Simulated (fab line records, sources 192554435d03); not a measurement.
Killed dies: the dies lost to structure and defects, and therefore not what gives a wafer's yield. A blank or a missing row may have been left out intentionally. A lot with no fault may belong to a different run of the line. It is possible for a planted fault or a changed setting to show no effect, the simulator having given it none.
Chamber matching | flow n5_finfet | rie_diel-03 running N5_BEOL_M5_DESCUM_16: 4 sister chambers
The step chemistry O2, time 7 s. 8 wafers are shown with their chamber, then 9 later ones without.

## WAFERS, EACH WITH ITS CHAMBER
wafer  | chamber | throttle_valve_pct (%) | drypump_motor_current_A (A)
L077.6 | 3       | 20.28                  | 5.1
L078.4 | 2       | 19.88                  | 4.8
L086.1 | 1       | 20.43                  | 5.2
L086.3 | 3       | 20.28                  | 5.1
L086.4 | 0       | 20.46                  | 5.4
L089.1 | 1       | 20.43                  | 5.2
L089.4 | 2       | 19.92                  | 4.8
L089.6 | 0       | 20.48                  | 5.3

## WAFERS WITH NO CHAMBER GIVEN
wafer  | throttle_valve_pct (%) | drypump_motor_current_A (A)
L091.3 | 20.31                  | 5.1
L091.4 | 20.47                  | 5.4
L091.6 | 20.44                  | 5.1
L095.2 | 19.94                  | 4.8
L095.3 | 20.49                  | 5.3
L095.6 | 20.49                  | 5.3
L097.3 | 20.43                  | 5.1
L097.4 | 20.51                  | 5.3
L097.6 | 20.48                  | 5.3

## WHICH CHAMBER EACH WENT THROUGH
wafer  | from the rows above | in truth
L091.3 | 3                   | 3
L091.4 | 0                   | 0
L091.6 | 1                   | 1
L095.2 | 2                   | 2
L095.3 | 0                   | 0
L095.6 | 0                   | 0
L097.3 | 1                   | 1
L097.4 | 0                   | 0
L097.6 | 0                   | 0
Placed correctly: 9 of 9. Not placeable from these rows: 0. Number placed wrongly: 0.
How it was worked out, from the rows above alone: a wafer's distance from a chamber is the root of the sum, over the readings, of the square of ((its reading less the chamber's mean) divided by the reading's scatter). If the next closest chamber is less than 2 further off than the closest, the wafer can't be placed; otherwise it belongs to the closest. Each chamber's mean is taken over the wafers shown for it. How the scatter is found: for the shown wafers, subtract from each reading the mean of its chamber, square and add these, divide the total by (wafers less chambers), then take the root.
